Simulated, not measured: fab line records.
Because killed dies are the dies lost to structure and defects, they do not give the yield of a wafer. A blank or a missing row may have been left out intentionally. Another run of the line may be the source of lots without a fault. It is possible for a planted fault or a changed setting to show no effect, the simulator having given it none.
Matching of chambers || flow n5 finfet || N5_BEOL_M1_ETCH_74 on rie diel-04: 4 sister chambers
The step etches underlayer in N2/H2, target depth 6.5 nm, time 5.2 s. 8 wafers are shown with their chamber, then 7 later ones without.

== EACH WAFER AND ITS CHAMBER ==
{"wafer": "L077.2", "chamber": 3, "drypump motor current A (A)": 6.5, "showerhead plenum p Torr (Torr)": 2.41}
{"wafer": "L077.6", "chamber": 0, "drypump motor current A (A)": 5.8, "showerhead plenum p Torr (Torr)": 2.61}
{"wafer": "L082.4", "chamber": 3, "drypump motor current A (A)": 6.5, "showerhead plenum p Torr (Torr)": 2.41}
{"wafer": "L088.2", "chamber": 1, "drypump motor current A (A)": 5.7, "showerhead plenum p Torr (Torr)": 2.47}
{"wafer": "L088.3", "chamber": 0, "drypump motor current A (A)": 5.8, "showerhead plenum p Torr (Torr)": 2.60}
{"wafer": "L088.5", "chamber": 2, "drypump motor current A (A)": 5.8, "showerhead plenum p Torr (Torr)": 2.60}
{"wafer": "L089.1", "chamber": 2, "drypump motor current A (A)": 5.7, "showerhead plenum p Torr (Torr)": 2.60}
{"wafer": "L089.2", "chamber": 1, "drypump motor current A (A)": 5.7, "showerhead plenum p Torr (Torr)": 2.47}

== WAFERS WHOSE CHAMBER IS MISSING ==
{"wafer": "L089.5", "drypump motor current A (A)": 5.7, "showerhead plenum p Torr (Torr)": 2.60}
{"wafer": "L093.1", "drypump motor current A (A)": 5.8, "showerhead plenum p Torr (Torr)": 2.60}
{"wafer": "L093.3", "drypump motor current A (A)": 6.4, "showerhead plenum p Torr (Torr)": 2.41}
{"wafer": "L093.6", "drypump motor current A (A)": 5.8, "showerhead plenum p Torr (Torr)": 2.60}
{"wafer": "L097.1", "drypump motor current A (A)": 5.7, "showerhead plenum p Torr (Torr)": 2.46}
{"wafer": "L097.2", "drypump motor current A (A)": 6.5, "showerhead plenum p Torr (Torr)": 2.40}
{"wafer": "L097.3", "drypump motor current A (A)": 5.8, "showerhead plenum p Torr (Torr)": 2.60}

== WHICH CHAMBER EACH ONE RAN IN ==
{"wafer": "L089.5", "from the rows above": "can't be placed: 2 or 0", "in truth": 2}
{"wafer": "L093.1", "from the rows above": "can't be placed: 0 or 2", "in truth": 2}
{"wafer": "L093.3", "from the rows above": 3, "in truth": 3}
{"wafer": "L093.6", "from the rows above": "can't be placed: 0 or 2", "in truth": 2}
{"wafer": "L097.1", "from the rows above": 1, "in truth": 1}
{"wafer": "L097.2", "from the rows above": 3, "in truth": 3}
{"wafer": "L097.3", "from the rows above": "can't be placed: 0 or 2", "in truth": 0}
Placed correctly: 3 of 7. Cannot be placed on the basis of these rows: 4; the candidates contain the true chamber in 4. Placed wrongly: 0.
How it was worked out, from the rows above alone: a wafer's distance from a chamber is the root of the sum, over the readings, of the square of ((its reading less the chamber's mean) divided by the reading's scatter). The wafer belongs to the nearest chamber; if the next one is less than 2 further off, it can't be placed. A chamber's mean is the mean of its shown wafers. The scatter: take each reading less its chamber's mean, square it, sum over the shown wafers, divide by the number of wafers less the number of chambers, and take the root.
